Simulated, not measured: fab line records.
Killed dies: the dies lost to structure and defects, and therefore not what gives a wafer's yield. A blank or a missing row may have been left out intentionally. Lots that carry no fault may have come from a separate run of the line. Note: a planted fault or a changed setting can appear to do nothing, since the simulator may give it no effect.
A lot that was struck, set against a sound lot	flow nand_harc	23 steps out of a route of 1159
Sound: wafers L493.3, L493.4, L493.6. The struck wafers were L505.4, L505.6. The cause comes at the end.
Each step with rows lists, per side, the tool, then ch with its chambers, then its first start. Under that, the readings that differ: sound wafers	struck wafers	difference of the means	sigmas: that difference in standard deviations of wafers without a fault.
alike: readings whose means differ by less than 2 such deviations, and words and numbers that are the same on both sides. not compared: withheld readings, readings that some wafer has no value for, bounds like >300 that may hide the same value, and numbers for which the record gives no deviation and whose values overlap.
Wherever a step has rows on one side only, a row that says differs or no value, or a row with sigmas, the two part there. Numbers that have no deviation but don't overlap get no sigmas and don't part them. A reading that every wafer of one side lacks parts them only if that side has two wafers or more.

first, 4 steps without rows for these wafers: NHARC_P_GATE_PRECLEAN_71 (cleans in SC1); NHARC_P_GATE_SRD_72; NHARC_P_GATE_OXIDE_16 (material SiO2, target thk 3 nm, ox time 392 s); NHARC_P_GATE_CVD_17 (deposits poly-Si, target thk 150 nm, time 900 s).
NHARC_P_GATE_HM_DEP_102: deposits aC, target thk 120 nm.
  sound on acl_dep-03 ch 0, day 5 22:30; struck on acl_dep-02 ch 0, day 8 23:04
  alike: throttle_valve_pct
NHARC_P_GATE_DEP_103: deposits SiON, target thk 30 nm.
  sound on pecvd-04 ch 1,2, day 5 22:59; struck on pecvd-03 ch 1,2, day 8 23:31
  alike: heater_power_outer_w, heater_power_w
then, 6 steps without rows for these wafers: NHARC_P_GATE_DEHYDRATE_18 (time 120 s); NHARC_P_GATE_HMDS_19 (time 30 s); NHARC_P_GATE_COAT_20 (resist thk 90 nm); NHARC_P_GATE_SOFTBAKE_21 (time 55 s); NHARC_P_GATE_EBR_22; NHARC_P_GATE_EXPOSE_23 (exposes mask P GATE, target cd 120 nm).
NHARC_P_GATE_PEB_24: peb time 65 s.
  sound on litho_track-01 ch 0, day 5 23:33; struck on litho_track-01 ch 0, day 9 00:04
reading	sound	struck	difference	sigmas
exhaust_pa (Pa)	46.6 45.0 46.8	43.8 44.2	-2.1	-2
then, 1 step without rows for these wafers: NHARC_P_GATE_DEVELOP_25 (develop time 35 s).
NHARC_P_GATE_CD_MEAS_26: the cd target is 120 nm.
  sound on cd_sem-01 ch 0, day 5 23:38; struck on cd_sem-03 ch 0, day 9 00:09
reading	sound	struck	difference	sigmas
cd_nm (nm)	119.1 119.2 119.6	114.0 113.4	-5.6	-8
NHARC_P_GATE_OVL_MEAS_27:
  sound: overlay-01 at day 5 23:43; struck: overlay-01 at day 9 00:14
  alike: overlay_x_nm, overlay_y_nm
NHARC_P_GATE_INSPECT_28:
  sound: defect_inspect-01 at day 5 23:45; struck: defect_inspect-01 at day 9 00:16
  alike: raw_defect_count
NHARC_P_GATE_DESCUM_31: chemistry O2, time 3 s.
  sound on rie_diel-03 ch 0,2,3, day 5 23:49; struck on rie_diel-13 ch 0,3, day 9 00:21
reading	sound	struck	difference	sigmas
model.P_GATE.cd_nm (nm)	119.7 119.2 118.5	114.7 113.5	-5.0	
  alike: drypump_motor_current_A, o2_flow_sccm, oes_product_au, rf_vpp_V, showerhead_plenum_p_Torr, throttle_valve_pct
  not compared: rf_hours_counter_h
NHARC_P_GATE_ETCH_104: etches the open film in CF4/CHF3, target depth 60 nm.
  sound on rie_diel-03 ch 0,1, day 5 23:54; struck on rie_diel-13 ch 0,1, day 9 00:25
  alike: bias_w, drypump_motor_current_A, oes_product_au, rf_vpp_V, showerhead_plenum_p_Torr, throttle_valve_pct
NHARC_P_GATE_HM_OPEN_105: chemistry O2/COS, target depth 360 nm.
  sound: rie_diel-03 ch 0,1,3; struck: rie_diel-13 ch 0,2
  alike: bias_w, drypump_motor_current_A, o2_flow_sccm, oes_product_au, rf_vpp_V, showerhead_plenum_p_Torr, throttle_valve_pct
  not compared: rf_hours_counter_h
then, 1 step without rows for these wafers: NHARC_P_GATE_STRIP_106 (strips in O2/COS).
NHARC_P_GATE_ETCH_114: etches the open film in CF4/O2, target depth 30 nm, overetch 3 nm, time 16.5 s.
  sound: rie_diel-03 ch 0,1; struck: rie_diel-13 ch 0,2
reading	sound	struck	difference	sigmas
model.P_GATE.cd_nm (nm)	118.3 117.6 120.7	113.2 115.7	-4.4	
  alike: bias_w, drypump_motor_current_A, o2_flow_sccm, oes_product_au, rf_vpp_V, showerhead_plenum_p_Torr, throttle_valve_pct
  not compared: rf_hours_counter_h
NHARC_P_GATE_ETCH_32: etches the open film in HBr/Cl2, target depth 150 nm, time 100.1 s.
  sound on rie_si-02 ch 1,2,3, day 6 00:56; struck on rie_si-02 ch 0,3, day 9 00:50
  alike: bias_w, drypump_motor_current_A, oes_product_au, throttle_valve_pct
  not compared: rf_hours_counter_h

## WHERE THEY PART
First at NHARC_P_GATE_PEB_24; last, within this record, at NHARC_P_GATE_CD_MEAS_26. Later steps at which nothing parts them and some readings are alike: NHARC_P_GATE_OVL_MEAS_27, NHARC_P_GATE_INSPECT_28, NHARC_P_GATE_DESCUM_31, NHARC_P_GATE_ETCH_104, NHARC_P_GATE_HM_OPEN_105, NHARC_P_GATE_ETCH_114, NHARC_P_GATE_ETCH_32.

WHY: what the simulator had put in
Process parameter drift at NHARC_P_GATE_PEB_24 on litho_track-01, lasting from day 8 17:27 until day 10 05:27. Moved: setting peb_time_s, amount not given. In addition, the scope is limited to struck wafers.
